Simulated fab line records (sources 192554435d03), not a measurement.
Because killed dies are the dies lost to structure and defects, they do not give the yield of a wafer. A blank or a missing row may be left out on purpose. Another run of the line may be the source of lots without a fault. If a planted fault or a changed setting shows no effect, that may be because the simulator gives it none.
fab line records	flow n5Finfet
[record] lots = 7	wafers = 21
route steps=1938 shown BEOL_M5@1112 BEOL_M7@1268
startH: start of the lot's first displayed wafer, in hours after the record's first day	waitH: hours elapsed since this lot's preceding step	" repeats the value in the row above	L1.1+2: one row covering several wafers at once	- no value present, or no start provided	* or withheld: withheld	< > ~ a bound
route shown NAME@n: names a module that has steps shown in the file, with the first one's number in the route	usual: the fault-free wafers' mean and standard deviation	same: alike in all rows	chamber/n: place in a boat	sites: the reading at each site	_std_site: standard deviation of those values	_edge_site: the outer-site mean with the inner-site mean subtracted	radiusMm: for every site, how far away it sits from the centre of the wafer	mask NAME#n: copy n	behind: tool/chamber where the wafer was last shaped	hold: why the lot was held/for how many hours/how that ended	device: the transistor (n, p or np) that didn't switch	end of line: the route-end tests of the same wafers	step lacking rows: just its recipe	killed: count of dies lost to structure and defects at first sort (not the wafer's yield)	map: a wafer's dies, x killed, . not, _ none there
set.NAME: the setting that was run; set.NAME@STEP: the one run at that earlier step	model.NAME: the simulator's own value behind a step, which no gauge read
one table per step and one row per wafer, for lots whose settings were changed on purpose
[[steps]]
[step N5_BEOL_M5_ILD_DEP_00]
[recipe] material = SiCOH_lowk	targetThkA = 1406.4	tempC = 300	precursor = DEMS/porogen	pressureTorr = 5	rfW = 500	timeS = 25.9
lot.wafer	tool	chamber	startH	waitH	set.timeS	model.SiCOH_lowk_of_BEOL_M5_ILD_DEP_00.thkNm
L076.2	pecvd-03	0	180.93	0.7	25.9	139.8
L076.4	"	1	"	"	25.9	141.6
L076.5	"	2	"	"	25.9	142.6
L082.1	pecvd-04	2	214.60	0.8	25.9	140.2
L082.2	"	1	"	"	25.9	141.2
L082.3	"	0	"	"	25.9	140.4
L086.2	pecvd-04	1	242.16	0.7	28.03	152.2
L086.5	"	1	"	"	25.9	142.6
L086.6	"	0	"	"	28.03	154.8
L088.4	pecvd-04	0	244.31	0.4	25.9	141.8
L088.5	"	2	"	"	25.9	140.4
L088.6	"	1	"	"	25.9	142.2
L087.2	pecvd-03	1	245.22	0.7	25.9	139.4
L087.3	"	0	"	"	25.9	139.6
L087.6	"	2	"	"	25.9	141
L089.1	pecvd-03	2	265.90	0.8	29.38	158.6
L089.5	"	0	"	"	25.9	142.6
L089.6	"	2	"	"	25.9	141.6
L091.3	pecvd-04	0	273.07	0.5	25.9	140.4
L091.4	"	0	"	"	25.9	143.6
L091.5	"	1	"	"	29.14	162
[step N5_BEOL_M5_CURE_79]
[recipe] tempC = 385	timeS = 240	ambient = He/Ar	material = SiCOH_lowk
lot.wafer	tool	chamber	startH	waitH	set.timeS@BEOL_M5_ILD_DEP_00	model.SiCOH_lowk_of_BEOL_M5_ILD_DEP_00.thkNm
L076.2	uvCure-03	1	181.15	0.2	25.9	120.2
L076.4	"	1	"	"	25.9	121.8
L076.5	"	1	"	"	25.9	122.8
L082.1	uvCure-01	1	214.66	0.0	25.9	120.6
L082.2	"	1	"	"	25.9	121.6
L082.3	"	1	"	"	25.9	120.8
L086.2	uvCure-03	2	242.30	0.1	28.03	131.2
L086.5	"	2	"	"	25.9	122.8
L086.6	"	2	"	"	28.03	133.2
L088.4	uvCure-02	2	244.60	0.3	25.9	122
L088.5	"	2	"	"	25.9	120.8
L088.6	"	2	"	"	25.9	122.4
L087.2	uvCure-02	0	245.36	0.1	25.9	120
L087.3	"	0	"	"	25.9	120.2
L087.6	"	0	"	"	25.9	121.2
L089.1	uvCure-03	1	265.96	0.0	29.38	136.6
L089.5	"	1	"	"	25.9	122.8
L089.6	"	1	"	"	25.9	121.8
L091.3	uvCure-03	2	273.45	0.4	25.9	120.8
L091.4	"	2	"	"	25.9	123.6
L091.5	"	2	"	"	29.14	139.6
[step N5_BEOL_M5_THK_MEAS_01]
[recipe] reads = SiCOH_lowk_of_BEOL_M5_ILD_DEP_00
[usual] M5_ILD_THK = 121.3/1.4
lot.wafer	tool	chamber	startH	waitH	set.timeS@BEOL_M5_ILD_DEP_00	M5_ILD_THK[nm]
L076.2	filmMetro-01	-	181.98	0.7	25.9	120.3
L076.4	"	-	"	"	25.9	121.8
L076.5	"	-	"	"	25.9	122.8
L082.1	filmMetro-02	-	215.17	0.4	25.9	120.7
L082.2	"	-	"	"	25.9	121.6
L082.3	"	-	"	"	25.9	120.9
L086.2	filmMetro-02	-	242.74	0.4	28.03	131.2
L086.5	"	-	"	"	25.9	122.6
L086.6	"	-	"	"	28.03	133.2
L088.4	filmMetro-01	-	244.87	0.2	25.9	122.0
L088.5	"	-	"	"	25.9	120.8
L088.6	"	-	"	"	25.9	122.4
L087.2	filmMetro-02	-	245.79	0.4	25.9	120.0
L087.3	"	-	"	"	25.9	120.1
L087.6	"	-	"	"	25.9	121.4
L089.1	filmMetro-01	-	266.47	0.4	29.38	136.6
L089.5	"	-	"	"	25.9	122.9
L089.6	"	-	"	"	25.9	121.8
L091.3	filmMetro-01	-	274.13	0.5	25.9	120.9
L091.4	"	-	"	"	25.9	123.6
L091.5	"	-	"	"	29.14	139.5
[step N5_BEOL_M5_EXPOSE_08]
[recipe] maskId = M5	na = 0.33	sourceShape = annular	sigmaInner = 0.4	sigmaOuter = 0.8	polarization = unpolarized	targetCdNm = 28	doseMj = 35.75
lot.wafer	tool	chamber	startH	waitH	mask	set.doseMj
L076.2	euvScanner-02	0	182.55	-	M5#0	36.52
L076.4+5	"	0	"	"	M5#0	35.75
L082.1+3	euvScanner-01	0	216.05	-	M5#0	37.06
L082.2	"	0	"	"	M5#0	35.75
L086.2	euvScanner-02	0	244.14	-	M5#0	35.75
L086.5+6	"	0	"	"	M5#0	34.73
L088.4	euvScanner-01	0	247.22	-	M5#0	37.57
L088.5+6	"	0	"	"	M5#0	35.75
L087.2+3+6	euvScanner-01	0	247.69	-	M5#0	35.75
L089.1	euvScanner-02	0	267.25	-	M5#0	35.02
L089.5+6	"	0	"	"	M5#0	35.75
L091.3+5	euvScanner-02	0	275.38	-	M5#0	34
L091.4	"	0	"	"	M5#0	35.75
[step N5_BEOL_M5_PEB_09]
[recipe] pebTempC = 100	pebTimeS = 60	resist = CAR-EUV
[step N5_BEOL_M5_DEVELOP_10]
[recipe] developTimeS = 30	developer = TMAH	resist = CAR-EUV	rinseLiquid = surfactantRinse	dry = airSpin	devTempC = 23
[step N5_BEOL_M5_CD_MEAS_11]
[recipe] targetCdNm = 27.74	landingEnergyEv = 500	detector = seInlens
[usual] cdNm = 27.94/0.25
lot.wafer	tool	chamber	startH	waitH	set.doseMj@BEOL_M5_EXPOSE_08	cdNm
L076.2	cdSem-03	0	182.67	-	36.52	28.29
L076.4	"	0	"	"	35.75	27.74
L076.5	"	0	"	"	35.75	27.72
L082.1	cdSem-03	0	216.18	-	37.06	28.66
L082.2	"	0	"	"	35.75	28.24
L082.3	"	0	"	"	37.06	28.75
L086.2	cdSem-02	0	244.26	-	35.75	28.43
L086.5	"	0	"	"	34.73	27.29
L086.6	"	0	"	"	34.73	27.60
L088.4	cdSem-03	0	247.34	-	37.57	29.27
L088.5	"	0	"	"	35.75	28.06
L088.6	"	0	"	"	35.75	28.20
L087.2	cdSem-03	0	247.82	-	35.75	28.25
L087.3	"	0	"	"	35.75	28.02
L087.6	"	0	"	"	35.75	27.60
L089.1	cdSem-01	0	267.38	-	35.02	27.77
L089.5	"	0	"	"	35.75	27.81
L089.6	"	0	"	"	35.75	27.83
L091.3	cdSem-03	0	275.49	-	34	26.70
L091.4	"	0	"	"	35.75	27.97
L091.5	"	0	"	"	34	26.84
[step N5_BEOL_M5_DESCUM_16]
[recipe] chemistry = O2	timeS = 7	sourcePowerW = 50	biasPowerW = 20	pressureMtorr = 20	rfFrequencyHz = 2.712e+07	tempC = 40	resist = CAR-EUV	o2FlowSccm = 225
lot.wafer	tool	chamber	startH	waitH	set.doseMj@BEOL_M5_EXPOSE_08	model.BEOL_M5.cdNm
L076.2	rieDiel-06	2	182.80	0.0	36.52	28.4
L076.4	"	3	"	"	35.75	28
L076.5	"	2	"	"	35.75	28.2
L082.1+3	rieDiel-05	2,1	216.30	0.0	37.06	28.8
L082.2	"	0	"	"	35.75	28.2
L086.2	rieDiel-03	2	244.93	0.6	35.75	28
L086.5	"	0	"	"	34.73	27.2
L086.6	"	3	"	"	34.73	27.4
L088.4	rieDiel-05	2	247.47	0.0	37.57	29.4
L088.5+6	"	1,0	"	"	35.75	28
L087.2+3+6	rieDiel-06	1,3,3	247.94	0.0	35.75	27.8
L089.1	rieDiel-03	1	267.51	0.0	35.02	27.4
L089.5	"	1	"	"	35.75	28
L089.6	"	0	"	"	35.75	27.8
L091.3	rieDiel-03	3	276.05	0.5	34	26.8
L091.4	"	0	"	"	35.75	27.8
L091.5	"	0	"	"	34	26.6
[step N5_BEOL_M5_ETCH_72]
[recipe] chemistry = N2/H2	target = underlayer	targetDepthA = 65	maskMaterial = CAR-EUV	timeS = 5.2	ionEnergyEv = 200	pressureMtorr = 30	sourceW = 840	biasW = 150	n2FlowSccm = 200	h2FlowSccm = 200	ends = cleared
lot.wafer	tool	chamber	startH	waitH	set.doseMj@BEOL_M5_EXPOSE_08	model.BEOL_M5.cdNm
L076.2	rieDiel-06	2	182.83	0.0	36.52	28.6
L076.4	"	3	"	"	35.75	28
L076.5	"	2	"	"	35.75	28.2
L082.1+3	rieDiel-05	2,1	216.33	0.0	37.06	28.8
L082.2	"	0	"	"	35.75	28
L086.2	rieDiel-03	2	244.96	0.0	35.75	28.2
L086.5+6	"	0,3	"	"	34.73	27.4
L088.4	rieDiel-05	2	247.50	0.0	37.57	29.4
L088.5+6	"	1,0	"	"	35.75	28
L087.2+3	rieDiel-06	1,3	247.97	0.0	35.75	28
L087.6	"	3	"	"	35.75	27.8
L089.1	rieDiel-03	1	267.54	0.0	35.02	27.6
L089.5+6	"	1,0	"	"	35.75	27.8
L091.3	rieDiel-03	3	276.08	0.0	34	26.8
L091.4	"	0	"	"	35.75	27.8
L091.5	"	0	"	"	34	26.6
[step N5_BEOL_M5_ETCH_61]
[recipe] chemistry = CF4	target = SiARC	targetDepthA = 156	maskMaterial = CAR-EUV	timeS = 26	ionEnergyEv = 80	pressureMtorr = 40	sourceW = 545	biasW = 36	Ar_flow_sccm = 100	cf4FlowSccm = 100	ends = cleared
[step N5_BEOL_M5_ETCH_62]
[recipe] chemistry = N2/H2	target = SOC	targetDepthA = 750	overetchA = 150	maskMaterial = SiARC	tempC = 40	timeS = 112.5	ionEnergyEv = 200	pressureMtorr = 30	sourceW = 840	biasW = 150	n2FlowSccm = 200	h2FlowSccm = 200
lot.wafer	tool	chamber	startH	waitH	set.doseMj@BEOL_M5_EXPOSE_08	model.BEOL_M5.cdNm
L076.2	rieDiel-06	2	182.88	0.0	36.52	28.6
L076.4	"	3	"	"	35.75	28
L076.5	"	2	"	"	35.75	28.2
L082.1	rieDiel-05	2	216.38	0.0	37.06	28.4
L082.2	"	0	"	"	35.75	28
L082.3	"	1	"	"	37.06	28.8
L086.2	rieDiel-03	2	245.01	0.0	35.75	28.4
L086.5	"	0	"	"	34.73	27.2
L086.6	"	3	"	"	34.73	27.4
L088.4	rieDiel-05	2	247.59	0.1	37.57	29.2
L088.5+6	"	1,0	"	"	35.75	28
L087.2+3+6	rieDiel-06	1,3,3	248.02	0.0	35.75	27.8
L089.1	rieDiel-03	1	267.58	0.0	35.02	27.6
L089.5	"	1	"	"	35.75	28
L089.6	"	0	"	"	35.75	27.6
L091.3	rieDiel-03	3	276.12	0.0	34	27
L091.4	"	0	"	"	35.75	27.6
L091.5	"	0	"	"	34	26.4
[step N5_BEOL_M5_STRIP_63]
[recipe] chemistry = N2/H2	tempC = 40	n2FlowSccm = 200	h2FlowSccm = 200	rfFrequencyHz = 6e+07
[step N5_BEOL_M5_STRIP_73]
[recipe] chemistry = N2/H2	tempC = 40	n2FlowSccm = 200	h2FlowSccm = 200	rfFrequencyHz = 6e+07
[step N5_BEOL_M5_STRIP_64]
[recipe] chemistry = CF4	resist = SiARC	powerW = 300	biasPowerW = 75	pressureMtorr = 50	cf4FlowSccm = 150	rfFrequencyHz = 6e+07
[step N5_BEOL_M5_HM_OPEN_17]
[recipe] chemistry = Cl2/BCl3	targetDepthA = 200	overetchA = 60	target = TiN	maskMaterial = SOC	ionEnergyEv = 150	pressureMtorr = 10	icpW = 1000	biasW = 126	Cl2_flow_sccm = 53.25	bcl3FlowSccm = 21.75	Ar_flow_sccm = 25
lot.wafer	tool	chamber	startH	waitH	set.doseMj@BEOL_M5_EXPOSE_08	model.BEOL_M5.cdNm
L076.2	rieMetal-03	0	183.05	0.0	36.52	28.4
L076.4	"	1	"	"	35.75	28.2
L076.5	"	0	"	"	35.75	28
L082.1	rieMetal-01	1	216.55	0.0	37.06	28.4
L082.2	"	0	"	"	35.75	28
L082.3	"	0	"	"	37.06	28.8
L086.2	rieMetal-01	0	245.17	0.0	35.75	28.4
L086.5	"	0	"	"	34.73	27.2
L086.6	"	1	"	"	34.73	27.6
L088.4	rieMetal-02	0	247.73	0.1	37.57	29.2
L088.5+6	"	0,1	"	"	35.75	28
L087.2+3+6	rieMetal-01	1,0,0	248.19	0.0	35.75	27.8
L089.1	rieMetal-01	0	267.75	0.0	35.02	27.6
L089.5	"	0	"	"	35.75	28
L089.6	"	1	"	"	35.75	27.8
L091.3	rieMetal-02	1	276.32	0.1	34	27
L091.4	"	0	"	"	35.75	27.4
L091.5	"	1	"	"	34	26.4
[step N5_BEOL_M5_STRIP_19]
[recipe] chemistry = O2	powerW = 400	tempC = 40	pressureMtorr = 30	rfFrequencyHz = 6e+07	biasPowerW = 0	overashFraction = 0.2	o2FlowSccm = 225
[step N5_BEOL_M5_DESCUM_33]
[recipe] chemistry = O2	timeS = 7	sourcePowerW = 50	biasPowerW = 20	pressureMtorr = 20	rfFrequencyHz = 2.712e+07	tempC = 40	resist = CAR-EUV	o2FlowSccm = 225
[step N5_BEOL_M5_ETCH_75]
[recipe] chemistry = N2/H2	target = underlayer	targetDepthA = 65	maskMaterial = CAR-EUV	timeS = 5.2	ionEnergyEv = 200	pressureMtorr = 30	sourceW = 840	biasW = 150	n2FlowSccm = 200	h2FlowSccm = 200	ends = cleared
[step N5_BEOL_M5_ETCH_67]
[recipe] chemistry = CF4	target = SiARC	targetDepthA = 156	maskMaterial = CAR-EUV	timeS = 26	ionEnergyEv = 80	pressureMtorr = 40	sourceW = 545	biasW = 36	Ar_flow_sccm = 100	cf4FlowSccm = 100	ends = cleared
lot.wafer	tool	chamber	startH	waitH	set.doseMj@BEOL_M5_EXPOSE_08	model.BEOL_M5.cdNm
L076.2	rieDiel-05	3	184.45	0.0	36.52	28.2
L076.4+5	"	1,0	"	"	35.75	27.8
L082.1	rieDiel-05	1	218.36	0.0	37.06	28
L082.2	"	0	"	"	35.75	27.8
L082.3	"	2	"	"	37.06	28.4
L086.2	rieDiel-03	3	246.83	0.0	35.75	28.2
L086.5	"	3	"	"	34.73	27.2
L086.6	"	0	"	"	34.73	27.4
L088.4	rieDiel-03	2	248.63	0.0	37.57	28.8
L088.5	"	0	"	"	35.75	28
L088.6	"	3	"	"	35.75	27.8
L087.2+3	rieDiel-05	0,2	249.13	0.0	35.75	27.8
L087.6	"	1	"	"	35.75	27.6
L089.1	rieDiel-03	0	268.56	0.0	35.02	27.8
L089.5	"	0	"	"	35.75	28
L089.6	"	3	"	"	35.75	27.8
L091.3	rieDiel-05	0	277.42	0.0	34	26.6
L091.4	"	2	"	"	35.75	27.4
L091.5	"	2	"	"	34	26.2
[step N5_BEOL_M5_ETCH_68]
[recipe] chemistry = N2/H2	target = SOC	targetDepthA = 800	overetchA = 160	maskMaterial = SiARC	tempC = 40	timeS = 120	ionEnergyEv = 200	pressureMtorr = 30	sourceW = 840	biasW = 150	n2FlowSccm = 200	h2FlowSccm = 200
[step N5_BEOL_M5_STRIP_69]
[recipe] chemistry = N2/H2	tempC = 40	n2FlowSccm = 200	h2FlowSccm = 200	rfFrequencyHz = 6e+07
[step N5_BEOL_M5_STRIP_76]
[recipe] chemistry = N2/H2	tempC = 40	n2FlowSccm = 200	h2FlowSccm = 200	rfFrequencyHz = 6e+07
[step N5_BEOL_M5_VIA_ETCH_34]
[recipe] chemistry = C4F6/O2	target = SiCOH_lowk	targetDepthA = 883	maskMaterial = SOC	taperDeg = 4	timeS = 39.2	ionEnergyEv = 250	pressureMtorr = 30	sourceW = 345	biasW = 185	Ar_flow_sccm = 300	C4F6_flow_sccm = 10	O2_flow_sccm = 10
lot.wafer	tool	chamber	startH	waitH	set.doseMj@BEOL_M5_EXPOSE_08	model.BEOL_M5.cdNm
L076.2	rieDiel-05	3	184.58	0.0	36.52	28.4
L076.4+5	"	1,0	"	"	35.75	27.8
L082.1	rieDiel-05	1	218.49	0.0	37.06	28
L082.2	"	0	"	"	35.75	27.8
L082.3	"	2	"	"	37.06	28.4
L086.2	rieDiel-03	3	246.96	0.0	35.75	28.4
L086.5	"	3	"	"	34.73	27.2
L086.6	"	0	"	"	34.73	27.4
L088.4	rieDiel-03	2	248.76	0.0	37.57	29
L088.5+6	"	0,3	"	"	35.75	27.8
L087.2+3+6	rieDiel-05	0,2,1	249.26	0.0	35.75	28
L089.1	rieDiel-03	0	268.69	0.0	35.02	27.6
L089.5	"	0	"	"	35.75	28.2
L089.6	"	3	"	"	35.75	28
L091.3	rieDiel-05	0	277.55	0.0	34	26.6
L091.4	"	2	"	"	35.75	27.2
L091.5	"	2	"	"	34	26.2
[step N5_BEOL_M5_STRIP_85]
[recipe] chemistry = C4F6/O2	resist = SiARC	rfFrequencyHz = 6e+07
[step N5_BEOL_M5_STRIP_36]
[recipe] chemistry = N2/H2	powerW = 450	tempC = 40	pressureMtorr = 20	rfFrequencyHz = 6e+07	overashFraction = 0.3	biasPowerW = 7	h2Frac = 0.5	n2FlowSccm = 200	h2FlowSccm = 200
[step N5_BEOL_M5_PRECLEAN_42]
[recipe] chemistry = residueRemover	timeS = 60	tempC = 40
[step N5_BEOL_M5_SRD_43]
[recipe] timeS = 30	tempC = 23	rinseLiquid = diw	dry = ipaMarangoni
[step N5_BEOL_M5_CD_MEAS_35]
[recipe] targetCdNm = 28	targetCdYNm = 24	polarity = opening
[usual] cdNm = 27.96/0.29
lot.wafer	tool	chamber	startH	waitH	set.doseMj@BEOL_M5_EXPOSE_08	cdNm
L076.2	cdSem-03	-	184.98	0.0	36.52	28.92
L076.4	"	-	"	"	35.75	28.17
L076.5	"	-	"	"	35.75	27.78
L082.1	cdSem-01	-	218.88	0.0	37.06	28.06
L082.2	"	-	"	"	35.75	27.84
L082.3	"	-	"	"	37.06	29.07
L086.2	cdSem-02	-	247.35	0.0	35.75	28.34
L086.5	"	-	"	"	34.73	27.07
L086.6	"	-	"	"	34.73	27.46
L088.4	cdSem-03	-	249.16	0.0	37.57	29.30
L088.5	"	-	"	"	35.75	27.99
L088.6	"	-	"	"	35.75	28.11
L087.2	cdSem-02	-	249.66	0.0	35.75	27.98
L087.3	"	-	"	"	35.75	28.18
L087.6	"	-	"	"	35.75	27.81
L089.1	cdSem-02	-	269.08	0.0	35.02	27.40
L089.5	"	-	"	"	35.75	28.12
L089.6	"	-	"	"	35.75	27.78
L091.3	cdSem-02	-	277.96	0.0	34	26.70
L091.4	"	-	"	"	35.75	27.74
L091.5	"	-	"	"	34	26.16
[step N5_BEOL_M7_COAT_59]
[recipe] resist = SOC	tempC = 250	timeS = 60	spinRpm = 1500	resistThkNm = 100
lot.wafer	tool	chamber	startH	waitH	set.spinRpm	model.SOC_of_BEOL_M7_COAT_59.thkNm
L076.2	lithoTrack-02	0	202.07	0.1	1500	100.2
L076.4	"	0	"	"	1641	96
L076.5	"	0	"	"	1500	100
L082.1+2	lithoTrack-05	0	234.48	0.1	1500	100
L082.3	"	0	"	"	1500	100.2
L086.2	lithoTrack-02	0	263.00	0.1	1500	99.4
L086.5	"	0	"	"	1445	101.4
L086.6	"	0	"	"	1445	101.6
L088.4+6	lithoTrack-02	0	264.30	0.1	1336	105.6
L088.5	"	0	"	"	1500	99.6
L087.2	lithoTrack-02	0	266.63	0.1	1500	99.8
L087.3	"	0	"	"	1500	99.6
L087.6	"	0	"	"	1500	100
L089.1	lithoTrack-05	0	287.70	0.1	1450	101.8
L089.5+6	"	0	"	"	1500	100.2
L091.3	lithoTrack-04	0	294.85	0.1	1578	97.6
L091.4	"	0	"	"	1500	99.8
L091.5	"	0	"	"	1500	100.4
[[key]]
[split] step = N5_BEOL_M5_ILD_DEP_00	setting = timeS	stated = 25.9	by = wafer
[response] step = N5_BEOL_M5_ILD_DEP_00	reading = model.SiCOH_lowk_of_BEOL_M5_ILD_DEP_00.thkNm	change = +1.39	per = 1%	r = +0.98
[response] step = N5_BEOL_M5_CURE_79	reading = model.SiCOH_lowk_of_BEOL_M5_ILD_DEP_00.thkNm	change = +1.2	per = 1%	r = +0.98
[response] step = N5_BEOL_M5_THK_MEAS_01	reading = M5_ILD_THK	change = +1.2	per = 1%	r = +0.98
[split] step = N5_BEOL_M5_EXPOSE_08	setting = doseMj	stated = 35.75	by = wafer
[response] step = N5_BEOL_M5_CD_MEAS_11	reading = cdNm	change = +0.218	per = 1%	r = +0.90
[response] step = N5_BEOL_M5_DESCUM_16	reading = model.BEOL_M5.cdNm	change = +0.229	per = 1%	r = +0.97
[response] step = N5_BEOL_M5_ETCH_72	reading = model.BEOL_M5.cdNm	change = +0.239	per = 1%	r = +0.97
[response] step = N5_BEOL_M5_ETCH_62	reading = model.BEOL_M5.cdNm	change = +0.216	per = 1%	r = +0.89
[response] step = N5_BEOL_M5_HM_OPEN_17	reading = model.BEOL_M5.cdNm	change = +0.197	per = 1%	r = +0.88
[response] step = N5_BEOL_M5_ETCH_67	reading = model.BEOL_M5.cdNm	change = +0.182	per = 1%	r = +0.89
[response] step = N5_BEOL_M5_VIA_ETCH_34	reading = model.BEOL_M5.cdNm	change = +0.211	per = 1%	r = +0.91
[response] step = N5_BEOL_M5_CD_MEAS_35	reading = cdNm	change = +0.27	per = 1%	r = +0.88
[split] step = N5_BEOL_M7_COAT_59	setting = spinRpm	stated = 1500	by = wafer
[response] step = N5_BEOL_M7_COAT_59	reading = model.SOC_of_BEOL_M7_COAT_59.thkNm	change = -0.502	per = 1%	r = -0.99
